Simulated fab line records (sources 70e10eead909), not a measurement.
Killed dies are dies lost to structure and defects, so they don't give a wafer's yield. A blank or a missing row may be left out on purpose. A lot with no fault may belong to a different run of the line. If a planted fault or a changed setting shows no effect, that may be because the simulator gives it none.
Which tool did it? || flow nand_harc || 11 lots with 33 wafers sampled at 4 steps, on a route of 1302 steps

== WHAT THE GAUGES READ, wafer by wafer ==
NHARC_P_STI_OCD_MEAS_17. Usual: trench_depth_nm 300 nm, standard deviation 4.5; trench_foot_cd_nm 156.8 nm, standard deviation 2.2.
{"lot": "L890", "measured": "day 2 21:57", "on": "ocd-02", "trench_depth_nm (nm)": "301 301 300", "trench_foot_cd_nm (nm)": "154.6 154.9 158.5", "flag": ""}
{"lot": "L891", "measured": "day 3 17:04", "on": "ocd-01", "trench_depth_nm (nm)": "296 305 296", "trench_foot_cd_nm (nm)": "154.1 152.7 156.2", "flag": ""}
{"lot": "L892", "measured": "day 3 16:54", "on": "ocd-02", "trench_depth_nm (nm)": "310 307 307", "trench_foot_cd_nm (nm)": "154.6 156.2 158.4", "flag": ""}
{"lot": "L893", "measured": "day 4 00:59", "on": "ocd-01", "trench_depth_nm (nm)": "308 297 308", "trench_foot_cd_nm (nm)": "158.9 158.4 155.6", "flag": ""}
{"lot": "L895", "measured": "day 5 01:36", "on": "ocd-01", "trench_depth_nm (nm)": "298 298 296", "trench_foot_cd_nm (nm)": "160.8 164.3 162.2", "flag": ""}
{"lot": "L898", "measured": "day 6 02:58", "on": "ocd-01", "trench_depth_nm (nm)": "298 297 300", "trench_foot_cd_nm (nm)": "160.7 157.6 155.9", "flag": ""}
{"lot": "L906", "measured": "day 9 13:40", "on": "ocd-01", "trench_depth_nm (nm)": "311 305 301", "trench_foot_cd_nm (nm)": "156.9 152.5 154.0", "flag": ""}
{"lot": "L908", "measured": "day 10 07:52", "on": "ocd-01", "trench_depth_nm (nm)": "307 299 302", "trench_foot_cd_nm (nm)": "156.8 160.1 157.2", "flag": ""}
{"lot": "L909", "measured": "day 10 19:04", "on": "ocd-02", "trench_depth_nm (nm)": "299 298 300", "trench_foot_cd_nm (nm)": "153.2 156.0 153.2", "flag": ""}
{"lot": "L910", "measured": "day 11 04:19", "on": "ocd-01", "trench_depth_nm (nm)": "301 303 299", "trench_foot_cd_nm (nm)": "155.6 156.8 154.2", "flag": ""}
{"lot": "L911", "measured": "day 11 15:37", "on": "ocd-02", "trench_depth_nm (nm)": "298 299 299", "trench_foot_cd_nm (nm)": "157.7 155.2 152.9", "flag": ""}

NHARC_P_GATE_OVL_MEAS_27. Usual: overlay_x_nm -0.1 nm, standard deviation 0.93; overlay_y_nm 0.2 nm, standard deviation 0.83.
{"lot": "L890", "measured": "day 5 09:43", "on": "overlay-01", "overlay_x_nm (nm)": "0.9 1.1 0.5", "overlay_y_nm (nm)": "-1.1 -1.5 -1.3", "flag": ""}
{"lot": "L891", "measured": "day 6 01:58", "on": "overlay-01", "overlay_x_nm (nm)": "-0.9 -0.7 -0.4", "overlay_y_nm (nm)": "-0.7 -0.8 -0.6", "flag": ""}
{"lot": "L892", "measured": "day 6 01:26", "on": "overlay-01", "overlay_x_nm (nm)": "-0.1 0.2 0.6", "overlay_y_nm (nm)": "0.9 0.4 0.3", "flag": ""}
{"lot": "L893", "measured": "day 6 11:44", "on": "overlay-02", "overlay_x_nm (nm)": "-0.5 -0.7 -0.7", "overlay_y_nm (nm)": "1.0 1.3 1.5", "flag": ""}
{"lot": "L895", "measured": "day 7 08:36", "on": "overlay-01", "overlay_x_nm (nm)": "-0.2 0.0 0.2", "overlay_y_nm (nm)": "-0.7 -0.8 -0.3", "flag": ""}
{"lot": "L898", "measured": "day 8 05:50", "on": "overlay-01", "overlay_x_nm (nm)": "0.8 1.2 0.9", "overlay_y_nm (nm)": "0.4 -0.2 -0.4", "flag": ""}
{"lot": "L906", "measured": "day 11 17:02", "on": "overlay-02", "overlay_x_nm (nm)": "0.9 0.9 1.2", "overlay_y_nm (nm)": "0.7 1.1 0.6", "flag": ""}
{"lot": "L908", "measured": "day 12 16:10", "on": "overlay-01", "overlay_x_nm (nm)": "-1.2 -1.3 -0.8", "overlay_y_nm (nm)": "-1.5 -0.5 -0.5", "flag": ""}
{"lot": "L909", "measured": "day 12 23:06", "on": "overlay-01", "overlay_x_nm (nm)": "1.3 1.3 1.4", "overlay_y_nm (nm)": "1.1 1.3 0.8", "flag": ""}
{"lot": "L910", "measured": "day 13 10:31", "on": "overlay-01", "overlay_x_nm (nm)": "-0.8 -0.2 -0.1", "overlay_y_nm (nm)": "-0.7 -0.2 -0.1", "flag": ""}
{"lot": "L911", "measured": "day 13 17:37", "on": "overlay-02", "overlay_x_nm (nm)": "-0.3 -0.1 0.1", "overlay_y_nm (nm)": "0.9 1.5 0.8", "flag": ""}

== WHICH TOOL RAN EACH LOT (tool, then ch and the chambers of the sampled wafers, then the start) ==
{"lot": "L890", "NHARC_P_ZERO_WELL_DESCUM_26": "rie_diel-09 ch 0,1,2, day 1 22:38", "NHARC_P_STI_EXPOSE_06": "krf_scanner-01 ch 0, day 2 21:01"}
{"lot": "L891", "NHARC_P_ZERO_WELL_DESCUM_26": "rie_diel-08 ch 1,2, day 2 08:47", "NHARC_P_STI_EXPOSE_06": "krf_scanner-02 ch 0, day 3 16:08"}
{"lot": "L892", "NHARC_P_ZERO_WELL_DESCUM_26": "rie_diel-08 ch 0,2, day 2 18:44", "NHARC_P_STI_EXPOSE_06": "krf_scanner-04 ch 0, day 3 15:58"}
{"lot": "L893", "NHARC_P_ZERO_WELL_DESCUM_26": "rie_diel-08 ch 0,3, day 3 04:40", "NHARC_P_STI_EXPOSE_06": "krf_scanner-01 ch 0, day 4 00:02"}
{"lot": "L895", "NHARC_P_ZERO_WELL_DESCUM_26": "rie_diel-09 ch 0,2,3, day 4 00:59", "NHARC_P_STI_EXPOSE_06": "krf_scanner-01 ch 0, day 5 00:36"}
{"lot": "L898", "NHARC_P_ZERO_WELL_DESCUM_26": "rie_diel-08 ch 0,2,3, day 5 06:48", "NHARC_P_STI_EXPOSE_06": "krf_scanner-02 ch 0, day 6 02:02"}
{"lot": "L906", "NHARC_P_ZERO_WELL_DESCUM_26": "rie_diel-09 ch 0,2,3, day 8 14:51", "NHARC_P_STI_EXPOSE_06": "krf_scanner-02 ch 0, day 9 12:43"}
{"lot": "L908", "NHARC_P_ZERO_WELL_DESCUM_26": "rie_diel-02 ch 1,2,3, day 9 10:47", "NHARC_P_STI_EXPOSE_06": "krf_scanner-01 ch 0, day 10 06:55"}
{"lot": "L909", "NHARC_P_ZERO_WELL_DESCUM_26": "rie_diel-08 ch 1,2,3, day 9 20:46", "NHARC_P_STI_EXPOSE_06": "krf_scanner-02 ch 0, day 10 18:02"}
{"lot": "L910", "NHARC_P_ZERO_WELL_DESCUM_26": "rie_diel-09 ch 1,2,3, day 10 06:42", "NHARC_P_STI_EXPOSE_06": "krf_scanner-01 ch 0, day 11 03:22"}
{"lot": "L911", "NHARC_P_ZERO_WELL_DESCUM_26": "rie_diel-08 ch 1,2, day 10 16:45", "NHARC_P_STI_EXPOSE_06": "krf_scanner-01 ch 0, day 11 14:40"}
- NHARC_P_ZERO_WELL_DESCUM_26: chemistry O2, time 3 s.
- NHARC_P_STI_EXPOSE_06: exposes mask P STI, target cd 200 nm.

== AS READ BY THE TOOLS THEMSELVES (means over the sampled wafers that have a number; for cases with no such wafer, the mark the record gives instead) ==
NHARC_P_ZERO_WELL_DESCUM_26. Usual: drypump_motor_current_A 5.5 A, standard deviation 0.56; oes_product_au 1.000 a.u., standard deviation 0.012; rf_vpp_V 57.9 V, standard deviation 0.88; showerhead_plenum_p_Torr 1.92 Torr, standard deviation 0.085; throttle_valve_pct 11.312 %, standard deviation 0.0097.
{"lot": "L890", "tool": "rie_diel-09", "drypump_motor_current_A (A)": 5.8, "oes_product_au (a.u.)": 0.982, "rf_vpp_V (V)": 57.7, "showerhead_plenum_p_Torr (Torr)": 1.94, "throttle_valve_pct (%)": 11.315, "flag": ""}
{"lot": "L891", "tool": "rie_diel-08", "drypump_motor_current_A (A)": 5.6, "oes_product_au (a.u.)": 1.001, "rf_vpp_V (V)": 57.9, "showerhead_plenum_p_Torr (Torr)": 1.89, "throttle_valve_pct (%)": 11.315, "flag": ""}
{"lot": "L892", "tool": "rie_diel-08", "drypump_motor_current_A (A)": 5.6, "oes_product_au (a.u.)": 1.011, "rf_vpp_V (V)": 57.1, "showerhead_plenum_p_Torr (Torr)": 1.89, "throttle_valve_pct (%)": 11.315, "flag": ""}
{"lot": "L893", "tool": "rie_diel-08", "drypump_motor_current_A (A)": 5.3, "oes_product_au (a.u.)": 1.009, "rf_vpp_V (V)": 58.4, "showerhead_plenum_p_Torr (Torr)": 1.89, "throttle_valve_pct (%)": 11.308, "flag": ""}
{"lot": "L895", "tool": "rie_diel-09", "drypump_motor_current_A (A)": 5.3, "oes_product_au (a.u.)": 0.993, "rf_vpp_V (V)": 58.0, "showerhead_plenum_p_Torr (Torr)": 1.94, "throttle_valve_pct (%)": 11.315, "flag": ""}
{"lot": "L898", "tool": "rie_diel-08", "drypump_motor_current_A (A)": 5.3, "oes_product_au (a.u.)": 1.005, "rf_vpp_V (V)": 58.6, "showerhead_plenum_p_Torr (Torr)": 1.91, "throttle_valve_pct (%)": 11.314, "flag": ""}
{"lot": "L906", "tool": "rie_diel-09", "drypump_motor_current_A (A)": 5.3, "oes_product_au (a.u.)": 0.992, "rf_vpp_V (V)": 57.5, "showerhead_plenum_p_Torr (Torr)": 1.93, "throttle_valve_pct (%)": 11.308, "flag": ""}
{"lot": "L908", "tool": "rie_diel-02", "drypump_motor_current_A (A)": 5.6, "oes_product_au (a.u.)": 0.989, "rf_vpp_V (V)": 58.0, "showerhead_plenum_p_Torr (Torr)": 1.93, "throttle_valve_pct (%)": 11.317, "flag": ""}
{"lot": "L909", "tool": "rie_diel-08", "drypump_motor_current_A (A)": 5.4, "oes_product_au (a.u.)": 1.000, "rf_vpp_V (V)": 57.6, "showerhead_plenum_p_Torr (Torr)": 1.97, "throttle_valve_pct (%)": 11.312, "flag": ""}
{"lot": "L910", "tool": "rie_diel-09", "drypump_motor_current_A (A)": 5.3, "oes_product_au (a.u.)": 0.983, "rf_vpp_V (V)": 57.9, "showerhead_plenum_p_Torr (Torr)": 1.88, "throttle_valve_pct (%)": 11.315, "flag": ""}
{"lot": "L911", "tool": "rie_diel-08", "drypump_motor_current_A (A)": 5.6, "oes_product_au (a.u.)": 1.001, "rf_vpp_V (V)": 58.0, "showerhead_plenum_p_Torr (Torr)": 1.96, "throttle_valve_pct (%)": 11.302, "flag": ""}

NHARC_P_STI_EXPOSE_06. Usual: stage_vel_mm_s 499.98 mm/s, standard deviation 0.22.
{"lot": "L890", "tool": "krf_scanner-01", "stage_vel_mm_s (mm/s)": 500.22, "flag": ""}
{"lot": "L891", "tool": "krf_scanner-02", "stage_vel_mm_s (mm/s)": 500.09, "flag": ""}
{"lot": "L892", "tool": "krf_scanner-04", "stage_vel_mm_s (mm/s)": 500.00, "flag": ""}
{"lot": "L893", "tool": "krf_scanner-01", "stage_vel_mm_s (mm/s)": 499.86, "flag": ""}
{"lot": "L895", "tool": "krf_scanner-01", "stage_vel_mm_s (mm/s)": 500.19, "flag": ""}
{"lot": "L898", "tool": "krf_scanner-02", "stage_vel_mm_s (mm/s)": 499.91, "flag": ""}
{"lot": "L906", "tool": "krf_scanner-02", "stage_vel_mm_s (mm/s)": 500.28, "flag": ""}
{"lot": "L908", "tool": "krf_scanner-01", "stage_vel_mm_s (mm/s)": 499.66, "flag": ""}
{"lot": "L909", "tool": "krf_scanner-02", "stage_vel_mm_s (mm/s)": 499.98, "flag": ""}
{"lot": "L910", "tool": "krf_scanner-01", "stage_vel_mm_s (mm/s)": 499.97, "flag": ""}
{"lot": "L911", "tool": "krf_scanner-01", "stage_vel_mm_s (mm/s)": 499.79, "flag": ""}

== THE ANSWER, worked out from the rows above alone ==
Rule: a lot is off if the mean of its wafers that have a number lies more than 3 standard deviations from the usual mean. Also off: a lot with no number at a reading for which 4 or more lots have one. Any other lot the step has rows for is counted as sound. Order of review: gauges by route order, followed by the tools' own readings, for which a lot's mean as printed above is used. The first step at which some lot is off is used, and at that step the reading that is off furthest; a lot without a number counts as furthest.
Nothing can be told from this: no lot is off at any reading shown.

== WHAT HAD BEEN PUT IN BY THE SIMULATOR ==
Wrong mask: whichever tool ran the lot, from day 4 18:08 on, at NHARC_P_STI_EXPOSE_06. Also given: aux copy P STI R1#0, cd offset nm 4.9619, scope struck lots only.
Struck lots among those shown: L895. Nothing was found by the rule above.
